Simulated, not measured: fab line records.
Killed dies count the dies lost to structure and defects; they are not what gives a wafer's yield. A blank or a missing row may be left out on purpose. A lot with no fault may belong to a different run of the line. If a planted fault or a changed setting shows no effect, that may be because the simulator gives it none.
fab line records	flow n5Finfet
[record] lots = 10	wafers = 30	lastDay = 18
route steps=1938 shown BEOL_M2@883 PAD_METAL@1893 PASSIVATION@1926
lots with no fault: from the same line, run without faults
startH: start of the lot's first displayed wafer, in hours after the record's first day	waitH: hours elapsed since this lot's preceding step	" identical to the entry in the row above	L1.1+2: one row covering several wafers at once	- either no value or no given start	* or withheld: withheld	< > ~ a bound
route shown NAME@n: names a module that has steps shown in the file, with the first one's number in the route	usual: mean/standard deviation taken from wafers without a fault	same: alike in all rows	chamber/n: place in a boat	sites: each site's reading	_std_site: the values' standard deviation	_edge_site: outer sites' mean less inner sites'	radiusMm: how far each site lies from the wafer's centre	mask NAME#n: copy n	behind: tool/chamber where the wafer was last shaped	hold: cause of the lot's hold/its duration in hours/its outcome	device: the transistor (n, p or np) that didn't switch	end of line: the tests these same wafers got at the end of their route	a step given without rows: its recipe and nothing more	killed: dies lost to structure and defects at the first sort, not the wafer's yield	map: a wafer's dies, marking killed ones x, the rest . and places with no die _
set.NAME: the run value of the setting; set.NAME@STEP: its run value at that earlier step	model.NAME: the simulator's own value behind a step, which no gauge read
the route's steps for a sample of lots (tables are steps, rows are wafers)
services: from which hour (startH, from the record's first day; less than 0 if before it) a tool's chamber was out of use, for how many hours, and why
[[steps]]
[step N5_BEOL_M2_ETCHBACK_99]
[recipe] chemistry = CHF3	target = SiO2	targetDepthA = 50	timeS = 10.4	sourceW = 215	biasW = 47	Ar_flow_sccm = 200	CHF3_flow_sccm = 12	ionEnergyEv = 100	pressureMtorr = 30
[usual] CHF3_flow_sccm = 12.01/0.034	drypumpMotorCurrentA = 5.7/0.44	oes_f_703_au = 0.76/0.064	oesProductAu = 0.76/0.066	rfVppV = 239/4.8	showerheadPlenumPTorr = 2.18/0.066	throttleValvePct = 17.05/0.19
lot.wafer	tool	chamber	startH	waitH	CHF3_flow_sccm	drypumpMotorCurrentA	oes_f_703_au	oesProductAu	rfHoursCounterH	rfVppV	showerheadPlenumPTorr	throttleValvePct
L628.2	rieDiel-04	1	140.59	1.5	11.98	6.0	0.85	0.88	31	245	2.21	17.23
L628.4	"	2	"	"	11.99	6.1	0.70	0.70	227	247	2.13	16.99
L628.5	"	0	"	"	12.00	6.1	0.77	0.76	-	239	2.14	17.27
L629.1	rieDiel-01	3	146.68	0.1	12.09	6.2	0.88	0.87	31	233	2.30	16.95
L629.3	"	0	"	"	11.96	5.8	0.75	0.77	147	233	2.15	16.95
L629.4	"	1	"	"	12.05	5.1	0.74	0.71	226	240	2.22	17.10
L630.1	rieDiel-03	2	149.84	2.7	12.00	5.2	0.78	0.77	158	240	2.15	16.90
L630.4	"	3	"	"	12.06	5.9	0.69	0.67	240	230	2.21	17.13
L630.6	"	2	"	"	12.04	5.2	0.78	0.78	-	239	2.15	16.89
L632.1	rieDiel-04	3	162.81	2.5	12.05	5.9	0.75	0.72	202	243	2.22	17.07
L632.3	"	0	"	"	11.99	6.0	0.75	0.75	166	237	2.14	17.28
L632.5	"	2	"	"	11.99	6.1	0.70	0.69	-	247	2.13	17.01
L633.1	rieDiel-01	1	167.23	2.0	12.07	5.1	0.72	0.71	234	241	2.22	17.11
L633.2	"	3	"	"	12.03	6.2	0.87	0.86	39	234	2.30	16.97
L633.4	"	0	"	"	12.04	5.8	0.74	0.75	155	235	2.15	16.96
L636.1	rieDiel-04	1	207.12	0.5	12.06	6.0	0.83	0.84	49	244	2.20	17.27
L636.2	"	3	"	"	12.01	5.9	0.73	0.71	217	241	2.22	17.11
L636.4	"	2	"	"	11.95	6.1	0.69	0.69	249	245	2.12	17.03
L642.1	rieDiel-04	3	228.14	3.3	12.03	5.9	0.72	0.70	228	242	2.21	17.13
L642.5	"	3	"	"	12.02	5.9	0.72	0.71	-	242	2.21	17.14
L642.6	"	1	"	"	11.98	6.0	0.81	0.83	-	247	2.20	17.28
L644.2	rieDiel-03	0	234.83	3.1	11.93	5.3	0.79	0.78	122	237	2.25	16.84
L644.3	"	2	"	"	11.99	5.2	0.76	0.76	187	238	2.14	16.94
L644.4	"	3	"	"	11.96	5.9	0.94	0.94	9	230	2.21	16.73
L646.2	rieDiel-01	0	262.91	10.8	12.03	5.8	0.71	0.73	196	234	2.14	17.03
L646.4	"	2	"	"	12.03	4.8	0.69	0.70	-	247	2.05	17.24
L646.6	"	3	"	"	11.99	6.1	0.84	0.82	-	234	2.29	17.01
L650.1	rieDiel-04	0	278.14	1.9	12.01	6.1	0.73	0.72	206	237	2.13	17.36
L650.4	"	1	"	"	11.90	6.0	0.80	0.80	76	244	2.19	17.30
L650.5	"	3	"	"	11.99	5.9	0.71	0.69	-	241	2.21	17.17
[step N5_PASSIVATION_DEGAS_18]
[recipe] ambient = vacuum	tempC = 300	timeS = 60
[usual] heaterPowerW = 463/45	susceptorTempC = 300.01/0.19
lot.wafer	tool	chamber	startH	waitH	heaterPowerW	susceptorTempC
L628.2	pvdSputter-01	-	272.38	0.6	475	299.98
L628.4	"	-	"	"	428	300.07
L628.5	"	-	"	"	522	300.04
L629.1	pvdSputter-02	-	273.14	0.3	435	299.67
L629.3	"	-	"	"	471	300.22
L629.4	"	-	"	"	505	299.69
L630.1	pvdSputter-02	-	279.21	0.1	470	299.82
L630.4	"	-	"	"	442	299.63
L630.6	"	-	"	"	508	299.78
L632.1	pvdSputter-02	-	288.68	0.5	464	299.77
L632.3	"	-	"	"	434	299.96
L632.5	"	-	"	"	477	299.87
L633.1	pvdSputter-01	-	288.85	0.4	502	300.15
L633.2	"	-	"	"	412	299.79
L633.4	"	-	"	"	476	300.04
L636.1	pvdSputter-01	-	325.20	1.1	475	299.86
L636.2	"	-	"	"	395	299.97
L636.4	"	-	"	"	405	300.07
L642.1	pvdSputter-02	-	353.40	0.0	436	300.09
L642.5	"	-	"	"	435	300.02
L642.6	"	-	"	"	427	300.20
L644.2	pvdSputter-01	-	381.98	0.3	509	299.92
L644.3	"	-	"	"	476	300.23
L644.4	"	-	"	"	398	299.39
L646.2	pvdSputter-02	-	382.32	0.2	512	300.03
L646.4	"	-	"	"	429	300.01
L646.6	"	-	"	"	433	300.05
L650.1	pvdSputter-01	-	430.82	0.0	528	299.91
L650.4	"	-	"	"	423	300.23
L650.5	"	-	"	"	508	300.37
[step N5_PASSIVATION_OVL_MEAS_66]
[recipe] pointsPerWafer = 44
[usual] PASS_OPEN_OVL = 0/4.8
lot.wafer	tool	chamber	startH	waitH	PASS_OPEN_OVL[nm]
L628.2	overlay-02	0	275.63	0.0	-2
L628.4	"	0	"	"	4
L628.5	"	0	"	"	0
L629.1	overlay-02	0	275.95	0.0	9
L629.3	"	0	"	"	4
L629.4	"	0	"	"	7
L630.1	overlay-02	0	281.75	0.0	-5
L630.4	"	0	"	"	-2
L630.6	"	0	"	"	-3
L632.1	overlay-01	0	291.31	0.0	-7
L632.3	"	0	"	"	-5
L632.5	"	0	"	"	2
L633.1	overlay-02	0	291.70	0.0	-1
L633.2	"	0	"	"	-9
L633.4	"	0	"	"	-8
L636.1	overlay-02	0	328.84	0.0	3
L636.2	"	0	"	"	-2
L636.4	"	0	"	"	-2
L642.1	overlay-01	0	357.06	0.0	10
L642.5	"	0	"	"	4
L642.6	"	0	"	"	3
L644.2	overlay-01	0	384.86	0.0	2
L644.3	"	0	"	"	4
L644.4	"	0	"	"	-3
L646.2	overlay-01	0	385.14	0.0	-3
L646.4	"	0	"	"	4
L646.6	"	0	"	"	0
L650.1	overlay-01	0	433.27	0.0	3
L650.4	"	0	"	"	4
L650.5	"	0	"	"	5
[step N5_PASSIVATION_DESCUM_46]
[recipe] chemistry = O2	timeS = 7.9	sourcePowerW = 50	biasPowerW = 20	pressureMtorr = 20	rfFrequencyHz = 2.712e+07	tempC = 40	o2FlowSccm = 225
[usual] drypumpMotorCurrentA = 5.7/0.42	oesProductAu = 0.78/0.093	rfVppV = 243.2/1.2	showerheadPlenumPTorr = 2.11/0.056	throttleValvePct = 20.38/0.24
lot.wafer	tool	chamber	startH	waitH	drypumpMotorCurrentA	oesProductAu	rfHoursCounterH	rfVppV	showerheadPlenumPTorr	throttleValvePct
L628.2	rieDiel-01	3	275.98	0.3	6.2	0.80	71	246.2	2.19	20.12
L628.4	"	3	"	"	6.2	0.80	-	244.1	2.19	20.12
L628.5	"	0	"	"	5.9	0.73	-	243.9	2.09	20.46
L629.1	rieDiel-04	1	276.46	0.5	6.0	0.82	76	242.9	2.12	20.62
L629.3	"	0	"	"	6.1	0.72	206	243.3	2.09	20.83
L629.4	"	2	"	"	6.1	0.92	15	240.4	2.07	20.06
L630.1	rieDiel-04	3	281.81	0.0	6.0	0.68	246	243.9	2.15	20.50
L630.4	"	1	"	"	6.0	0.80	78	244.0	2.12	20.61
L630.6	"	1	"	"	6.0	0.81	-	243.5	2.12	20.61
L632.1	rieDiel-01	2	291.37	0.0	4.8	0.69	226	241.0	1.99	20.68
L632.3	"	3	"	"	6.1	0.79	77	244.6	2.19	20.13
L632.5	"	2	"	"	4.8	0.69	-	241.9	1.99	20.68
L633.1	rieDiel-04	0	291.75	0.0	6.1	0.72	212	242.7	2.08	20.83
L633.2	"	3	"	"	5.9	0.69	249	243.3	2.15	20.50
L633.4	"	2	"	"	6.0	0.90	-	244.5	2.06	20.07
L636.1	rieDiel-03	2	329.57	0.7	5.2	0.73	223	242.1	2.07	20.31
L636.2	"	3	"	"	5.9	0.87	41	243.6	2.15	20.27
L636.4	"	0	"	"	5.4	0.75	153	243.1	2.19	20.27
L642.1	rieDiel-04	0	359.07	2.0	6.1	0.68	246	242.1	2.07	20.89
L642.5	"	3	"	"	5.9	0.95	-	243.2	2.15	20.19
L642.6	"	0	"	"	6.1	0.68	-	241.5	2.07	20.87
L644.2	rieDiel-01	3	384.97	0.1	6.1	0.78	84	243.9	2.18	20.15
L644.3	"	0	"	"	5.8	0.71	214	241.9	2.08	20.46
L644.4	"	1	"	"	5.0	0.94	10	243.7	2.16	20.21
L646.2	rieDiel-03	1	385.25	0.1	5.4	0.68	221	242.9	2.07	20.29
L646.4	"	0	"	"	5.3	0.73	-	244.1	2.18	20.32
L646.6	"	3	"	"	5.9	0.82	-	244.4	2.15	20.32
L650.1	rieDiel-03	0	433.33	0.0	5.3	0.71	204	243.4	2.17	20.36
L650.4	"	3	"	"	5.9	0.80	90	242.8	2.14	20.35
L650.5	"	2	"	"	5.2	0.94	-	244.0	2.05	19.98
[step N5_PASSIVATION_PROBE_49]
[usual] defectLimitedYield = 91.4/1.4	killed_at_M0_to_M3 = 31/10	killed_at_M4_up = 14/5.6	killedAtContacts = 13/6.3	killedAtFrontEnd = 39/10	killedAtOther = 4/3.1	killedDies = 101/16	killedOnRim = 13/3.9	killedOpen = 65/13	killedShort = 34/7.2	sort_bin_4_leakage = 0.00/0.007	sort_bin_5_function = 5.1/0.88	sort_bin_6_memory = 3.2/0.66	sortNPass = 1079/16	sortYieldPct = 91.4/1.4
[same] grossDies = 1180	killedAtBackSide = 0	sort_bin_8_speed[%] = 0
lot.wafer	tool	chamber	startH	waitH	defectLimitedYield[%]	killed_at_M0_to_M3	killed_at_M4_up	killedAtContacts	killedAtFrontEnd	killedAtOther	killedDies	killedOnRim	killedOpen	killedShort	sort_bin_4_leakage[%]	sort_bin_5_function[%]	sort_bin_6_memory[%]	sortNPass	sortYieldPct[%]
L628.2	prober-01	-	279.08	0.1	90.2	25	12	23	40	16	116	22	78	38	0	5.8	3.8	1064	90.2
L628.4	prober-01	-	279.18	0.2	91.8	27	5	12	41	12	97	18	70	26	0	5.0	3.0	1083	91.8
L628.5	prober-01	-	279.23	0.2	90.8	34	8	12	48	7	109	11	67	38	0	5.1	3.5	1071	90.8
L629.1	prober-02	-	279.56	0.0	89.7	32	10	19	55	5	121	13	74	45	0	5.7	4.2	1059	89.7
L629.3	prober-02	-	279.66	0.1	91.7	35	21	19	21	2	98	17	69	27	0	4.9	3.2	1082	91.7
L629.4	prober-02	-	279.71	0.2	90.9	34	9	19	39	6	107	15	74	33	0	5.8	3.0	1073	90.9
L630.1	prober-01	-	284.85	0.0	89.1	17	19	5	83	5	129	21	80	42	0	5.7	4.2	1051	89.1
L630.4	prober-01	-	285.00	0.2	86.8	47	22	27	56	4	156	10	113	42	0	7.9	4.7	1024	86.8
L630.6	prober-01	-	285.10	0.3	91.5	17	16	18	46	3	100	16	69	28	0	4.6	3.3	1080	91.5
L632.1	prober-02	-	294.41	0.0	90.0	34	17	15	47	5	118	19	81	34	0	5.7	3.7	1062	90.0
L632.3	prober-02	-	294.51	0.1	89.6	39	14	24	36	10	123	11	78	42	0	5.4	4.6	1057	89.6
L632.5	prober-02	-	294.61	0.2	90.8	47	9	20	26	7	109	19	81	28	0.08	5.3	3.6	1070	90.7
L633.1	prober-01	-	294.80	0.0	93.8	23	6	10	32	2	73	9	44	27	0	3.6	2.5	1107	93.8
L633.2	prober-01	-	294.85	0.1	91.5	37	13	14	34	2	100	7	74	26	0	5.3	3.0	1080	91.5
L633.4	prober-01	-	294.95	0.2	93.1	31	9	4	34	3	81	13	51	29	0	3.6	2.9	1099	93.1
L636.1	prober-02	-	332.68	0.1	83.8	141	3	8	36	3	191	32	61	42	0	8.9	4.1	989	83.8
L636.2	prober-02	-	332.73	0.1	83.7	145	8	5	34	0	192	22	46	30	0	9.7	3.9	988	83.7
L636.4	prober-02	-	332.83	0.2	82.5	163	9	12	21	2	207	25	43	33	0	11.1	3.6	973	82.5
L642.1	prober-01	-	362.12	0.0	83.1	133	19	15	33	0	200	31	52	32	0	9.6	3.7	980	83.1
L642.5	prober-01	-	362.32	0.2	82.4	146	16	12	31	3	208	22	60	28	0	11.5	3.5	972	82.4
L642.6	prober-01	-	362.37	0.3	86.0	101	16	14	34	0	165	26	59	23	0	9.2	2.7	1015	86.0
L644.2	prober-02	-	388.07	0.1	90.3	36	8	14	44	13	115	11	80	35	0	5.6	3.8	1065	90.3
L644.3	prober-02	-	388.12	0.1	90.9	40	9	18	37	3	107	13	68	38	0	5.5	3.6	1073	90.9
L644.4	prober-02	-	388.17	0.2	89.5	35	12	27	45	5	124	15	80	43	0	6.2	3.8	1056	89.5
L646.2	prober-01	-	388.35	0.1	91.2	26	12	7	57	2	104	9	71	33	0	5.1	3.5	1076	91.2
L646.4	prober-01	-	388.45	0.2	92.2	34	14	12	29	3	92	9	55	36	0	4.9	2.5	1088	92.2
L646.6	prober-01	-	388.55	0.3	93.0	20	22	13	28	0	83	10	54	29	0	4.7	2.1	1097	93.0
L650.1	prober-02	-	436.37	0.0	92.4	27	6	5	49	3	90	14	56	34	0	4.4	2.9	1090	92.4
L650.4	prober-02	-	436.52	0.2	91.9	26	10	8	49	2	95	12	67	28	0	4.2	3.7	1085	91.9
L650.5	prober-02	-	436.57	0.2	93.3	32	9	2	35	1	79	3	57	22	0	4.1	2.3	1101	93.3
// killed by level:class
L628.2 MOL_CONTACT_COAG:geometricParticle:open=16 STI_FIN_REVEAL:geometricParticle:open=13 FIN_SAQP:geometricParticle:short=8 BEOL_M3:geometricParticle:open=8 FIN_SAQP:geometricParticle:open=7 MOL_CONTACT_COAG:geometricParticle:short=7 BEOL_M5:geometricParticle:open=5 MIM_TOP:geometricParticle:open=5
L628.4 FIN_SAQP:geometricParticle:open=11 MOL_CONTACT_COAG:geometricParticle:open=11 BEOL_M3:geometricParticle:open=11 STI_FIN_REVEAL:geometricParticle:open=5 STARTING-WAFER:geometricParticle:open=5 STARTING-WAFER:geometricParticle:short=5 DUMMY_GATE:geometricParticle:open=4 MIM_TOP:geometricParticle:open=4
L628.5 STI_FIN_REVEAL:geometricParticle:open=11 BEOL_M3:geometricParticle:open=10 FIN_SAQP:geometricParticle:short=9 MOL_CONTACT_COAG:geometricParticle:open=9 BEOL_M0_SAQP:geometricParticle:short=9 BEOL_M5:geometricParticle:open=7 FIN_SAQP:geometricParticle:open=6 BEOL_M0:geometricParticle:open=5
L629.1 STI_FIN_REVEAL:geometricParticle:open=14 MOL_CONTACT_COAG:geometricParticle:open=11 BEOL_M0_SAQP:geometricParticle:short=9 FIN_SAQP:geometricParticle:open=8 BEOL_M0_SAQP:geometricParticle:open=8 MOL_CONTACT_COAG:geometricParticle:short=7 FIN_SAQP:geometricParticle:short=6 STI_FIN_REVEAL:geometricParticle:short=5
L629.3 MOL_CONTACT_COAG:geometricParticle:open=15 BEOL_M4:geometricParticle:open=15 BEOL_M0_SAQP:geometricParticle:short=7 BEOL_M0_SAQP:geometricParticle:open=7 BEOL_M2:geometricParticle:open=6 FIN_SAQP:geometricParticle:open=5 FIN_SAQP:geometricParticle:short=5 BEOL_M3:geometricParticle:open=5
L629.4 MOL_CONTACT_COAG:geometricParticle:open=16 BEOL_M2:geometricParticle:open=13 FIN_SAQP:geometricParticle:open=10 FIN_SAQP:geometricParticle:short=9 BEOL_M0_SAQP:geometricParticle:short=9 STI_FIN_REVEAL:geometricParticle:open=6 DUMMY_GATE:geometricParticle:open=3 GATE_CUT:geometricParticle:open=3
L630.1 FIN_SAQP:geometricParticle:open=27 STI_FIN_REVEAL:geometricParticle:open=21 FIN_SAQP:geometricParticle:short=15 BEOL_M0_SAQP:geometricParticle:short=7 BEOL_M4:geometricParticle:open=7 BEOL_M4:geometricParticle:short=4 HKMG_FIN:areaEtch=4 MOL_CONTACT_COAG:geometricParticle:open=3
L630.4 STI_FIN_REVEAL:geometricParticle:open=34 MOL_CONTACT_COAG:geometricParticle:open=19 BEOL_M1:geometricParticle:open=10 MOL_CONTACT_COAG:geometricParticle:short=8 BEOL_M0_SAQP:geometricParticle:open=7 BEOL_M1:geometricParticle:short=7 FIN_SAQP:geometricParticle:open=6 STI_FIN_REVEAL:geometricParticle:short=6
L630.6 FIN_SAQP:geometricParticle:open=13 MOL_CONTACT_COAG:geometricParticle:open=13 STI_FIN_REVEAL:geometricParticle:open=10 BEOL_M3:geometricParticle:open=8 MOL_CONTACT_COAG:geometricParticle:short=5 GATE_CUT:geometricParticle:short=4 BEOL_M4:geometricParticle:open=4 FIN_SAQP:geometricParticle:short=3
L632.1 BEOL_M3:geometricParticle:open=14 MOL_CONTACT_COAG:geometricParticle:open=10 FIN_SAQP:geometricParticle:open=8 BEOL_M5:geometricParticle:open=8 FIN_SAQP:geometricParticle:short=7 STI_FIN_REVEAL:geometricParticle:open=7 BEOL_M0_SAQP:geometricParticle:short=7 DUMMY_GATE:geometricParticle:open=6
L632.3 MOL_CONTACT_COAG:geometricParticle:open=17 BEOL_M0_SAQP:geometricParticle:open=10 GATE_CUT:geometricParticle:short=8 BEOL_M3:geometricParticle:open=8 FIN_SAQP:geometricParticle:open=7 MOL_CONTACT_COAG:geometricParticle:short=7 BEOL_M1:geometricParticle:open=7 BEOL_M0_SAQP:geometricParticle:short=5
L632.5 MOL_CONTACT_COAG:geometricParticle:open=18 BEOL_M3:geometricParticle:open=15 BEOL_M0_SAQP:geometricParticle:open=13 BEOL_M0_SAQP:geometricParticle:short=9 STI_FIN_REVEAL:geometricParticle:open=6 DUMMY_GATE:geometricParticle:open=5 BEOL_M1:geometricParticle:open=4 BEOL_M2:geometricParticle:open=3
L633.1 FIN_SAQP:geometricParticle:open=8 MOL_CONTACT_COAG:geometricParticle:open=7 FIN_SAQP:geometricParticle:short=6 BEOL_M0_SAQP:geometricParticle:open=6 GATE_CUT:geometricParticle:short=4 BEOL_M1:geometricParticle:short=4 MOL_CONTACT_COAG:geometricParticle:short=3 BEOL_M2:geometricParticle:open=3
L633.2 BEOL_M3:geometricParticle:open=16 MOL_CONTACT_COAG:geometricParticle:open=13 FIN_SAQP:geometricParticle:short=7 BEOL_M0_SAQP:geometricParticle:short=6 STI_FIN_REVEAL:geometricParticle:open=5 BEOL_M2:geometricParticle:open=5 DUMMY_GATE:geometricParticle:open=4 BEOL_M0_SAQP:geometricParticle:open=4
L633.4 BEOL_M0_SAQP:geometricParticle:open=13 FIN_SAQP:geometricParticle:short=10 BEOL_M0_SAQP:geometricParticle:short=7 FIN_SAQP:geometricParticle:open=6 BEOL_M1:geometricParticle:open=5 BEOL_M8:geometricParticle:open=4 MOL_CONTACT_COAG:geometricParticle:open=3 BEOL_M7:geometricParticle:open=3
L636.1 BEOL_M2:unspecified=87 BEOL_M0_SAQP:geometricParticle:short=24 BEOL_M0_SAQP:geometricParticle:open=20 FIN_SAQP:geometricParticle:short=7 FIN_SAQP:geometricParticle:open=7 MOL_CONTACT_COAG:geometricParticle:open=7 STI_FIN_REVEAL:geometricParticle:open=6 DUMMY_GATE:geometricParticle:open=6
L636.2 BEOL_M2:unspecified=114 BEOL_M0_SAQP:geometricParticle:short=12 DUMMY_GATE:geometricParticle:open=8 BEOL_M0_SAQP:geometricParticle:open=8 FIN_SAQP:geometricParticle:open=7 FIN_SAQP:geometricParticle:short=6 MOL_CONTACT_COAG:geometricParticle:open=5 BEOL_M3:geometricParticle:open=5
L636.4 BEOL_M2:unspecified=130 BEOL_M0_SAQP:geometricParticle:short=13 MOL_CONTACT_COAG:geometricParticle:open=9 BEOL_M2:geometricParticle:open=7 FIN_SAQP:geometricParticle:short=4 BEOL_M0_SAQP:geometricParticle:open=4 DUMMY_GATE:geometricParticle:open=3 GATE_CUT:geometricParticle:short=3
L642.1 BEOL_M2:unspecified=113 MOL_CONTACT_COAG:geometricParticle:open=10 DUMMY_GATE:geometricParticle:open=6 GATE_CUT:geometricParticle:short=6 BEOL_M4:geometricParticle:open=6 DUMMY_GATE:geometricParticle:short=5 MOL_CONTACT_COAG:geometricParticle:short=5 BEOL_M0_SAQP:geometricParticle:open=5
L642.5 BEOL_M2:unspecified=118 MOL_CONTACT_COAG:geometricParticle:open=10 FIN_SAQP:geometricParticle:open=8 BEOL_M0_SAQP:geometricParticle:short=7 BEOL_M1:geometricParticle:open=6 BEOL_M5:geometricParticle:open=6 BEOL_M0_SAQP:geometricParticle:open=5 FIN_SAQP:geometricParticle:short=4
L642.6 BEOL_M2:unspecified=80 MOL_CONTACT_COAG:geometricParticle:open=10 BEOL_M4:geometricParticle:open=8 FIN_SAQP:geometricParticle:open=7 DUMMY_GATE:geometricParticle:open=6 BEOL_M3:geometricParticle:short=5 BEOL_M0_SAQP:geometricParticle:open=5 BEOL_M3:geometricParticle:open=5
L644.2 MOL_CONTACT_COAG:geometricParticle:open=13 FIN_SAQP:geometricParticle:short=11 FIN_SAQP:geometricParticle:open=11 BEOL_M3:geometricParticle:open=8 STI_FIN_REVEAL:geometricParticle:open=8 BEOL_M0_SAQP:geometricParticle:short=7 BEOL_M2:geometricParticle:open=6 BEOL_M1:geometricParticle:open=5
L644.3 MOL_CONTACT_COAG:geometricParticle:open=14 FIN_SAQP:geometricParticle:short=13 BEOL_M0_SAQP:geometricParticle:open=8 FIN_SAQP:geometricParticle:open=7 DUMMY_GATE:geometricParticle:open=7 BEOL_M0_SAQP:geometricParticle:short=7 BEOL_M1:geometricParticle:open=7 BEOL_M3:geometricParticle:open=5
L644.4 MOL_CONTACT_COAG:geometricParticle:open=24 FIN_SAQP:geometricParticle:open=9 FIN_SAQP:geometricParticle:short=9 STI_FIN_REVEAL:geometricParticle:open=9 BEOL_M1:geometricParticle:open=7 STI_FIN_REVEAL:geometricParticle:short=5 BEOL_M0_SAQP:geometricParticle:short=5 BEOL_M3:geometricParticle:open=5
L646.2 FIN_SAQP:geometricParticle:open=16 BEOL_M0_SAQP:geometricParticle:open=14 FIN_SAQP:geometricParticle:short=8 STI_FIN_REVEAL:geometricParticle:open=8 GATE_CUT:geometricParticle:short=5 GATE_CUT:geometricParticle:open=5 BEOL_M0_SAQP:geometricParticle:short=5 BEOL_M4:geometricParticle:open=5
L646.4 BEOL_M0_SAQP:geometricParticle:short=9 MOL_CONTACT_COAG:geometricParticle:open=9 BEOL_M3:geometricParticle:open=6 FIN_SAQP:geometricParticle:open=5 GATE_CUT:geometricParticle:short=5 BEOL_M1:geometricParticle:open=5 BEOL_M2:geometricParticle:open=5 FIN_SAQP:geometricParticle:short=4
L646.6 MOL_CONTACT_COAG:geometricParticle:open=9 BEOL_M4:geometricParticle:open=7 FIN_SAQP:geometricParticle:short=6 GATE_CUT:geometricParticle:short=6 BEOL_M5:geometricParticle:open=6 BEOL_M3:geometricParticle:open=5 FIN_SAQP:geometricParticle:open=4 MOL_CONTACT_COAG:geometricParticle:short=4
L650.1 FIN_SAQP:geometricParticle:short=13 BEOL_M3:geometricParticle:open=10 STI_FIN_REVEAL:geometricParticle:open=9 FIN_SAQP:geometricParticle:open=7 DUMMY_GATE:geometricParticle:open=5 MOL_CONTACT_COAG:geometricParticle:open=5 BEOL_M2:geometricParticle:open=4 DUMMY_GATE:geometricParticle:short=3
L650.4 FIN_SAQP:geometricParticle:open=16 FIN_SAQP:geometricParticle:short=10 BEOL_M2:geometricParticle:open=9 STI_FIN_REVEAL:geometricParticle:open=8 MOL_CONTACT_COAG:geometricParticle:open=7 BEOL_M3:geometricParticle:open=6 BEOL_M0_SAQP:geometricParticle:open=3 BEOL_M0:geometricParticle:open=3
L650.5 FIN_SAQP:geometricParticle:open=18 BEOL_M3:geometricParticle:open=12 FIN_SAQP:geometricParticle:short=9 BEOL_M1:geometricParticle:open=5 BEOL_M2:geometricParticle:open=4 BEOL_M0_SAQP:geometricParticle:open=3 BEOL_M3:geometricParticle:short=3 BEOL_M10:geometricParticle:open=3
[[services]]
tool	chamber	startH	hours	kind
rieDiel-03	-	150.21	4.3	pm
rieDiel-04	1	161.52	5.3	repair
rieDiel-01	3	191.98	14.3	repair
rieDiel-04	2	210.28	-	clean
rieDiel-04	2	210.28	-	consumableReplace:focusRing
rieDiel-04	2	210.28	22.0	scheduledDown
rieDiel-04	2	210.28	22.0	ventCycle
rieDiel-03	-	211.67	1.7	repair
rieDiel-04	1	287.30	4.7	repair
rieDiel-03	3	291.56	6.8	repair
rieDiel-04	3	292.69	-	clean
rieDiel-04	3	292.69	-	consumableReplace:focusRing
rieDiel-04	3	292.69	16.7	scheduledDown
rieDiel-03	-	293.56	1.1	repair
rieDiel-03	0	296.71	5.3	repair
rieDiel-01	-	306.91	75.6	repair
rieDiel-04	-	308.37	4.3	pm
rieDiel-04	3	321.46	9.9	repair
rieDiel-04	0	360.70	5.8	repair
rieDiel-04	3	368.33	39.2	repair
rieDiel-03	1	380.94	2.6	repair
rieDiel-04	1	381.81	1.8	repair
pvdSputter-02	-	402.50	33.0	repair
rieDiel-04	0	409.71	7.7	repair
[[key]]
[firstSign] step = N5_PASSIVATION_PROBE_49	reading = killed_at_M0_to_M3	direction = up	sigmas = 10	usual = 31	struck = 138
[effect] step = N5_PASSIVATION_PROBE_49	reading = defectLimitedYield	direction = down	sigmas = 5.7	usual = 91.4	struck = 83.6
[moreKillsBornAt] N5_BEOL_M2_ETCHBACK_99@rieDiel-04 = 642
metAt N5_BEOL_M2_ETCHBACK_99
struckLots L636,L642
notActingAt N5_PASSIVATION_DEGAS_18,N5_PASSIVATION_OVL_MEAS_66,N5_PASSIVATION_DESCUM_46
onsetBetween 162.81 207.12
[fault] kind = chamberParticleSource	tool = rieDiel-04	chamber = -	onsetH = 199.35	steps = N5_BEOL_M2_ETCHBACK_99	ratePerVisitCm2 = 1.1099	endH = 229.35
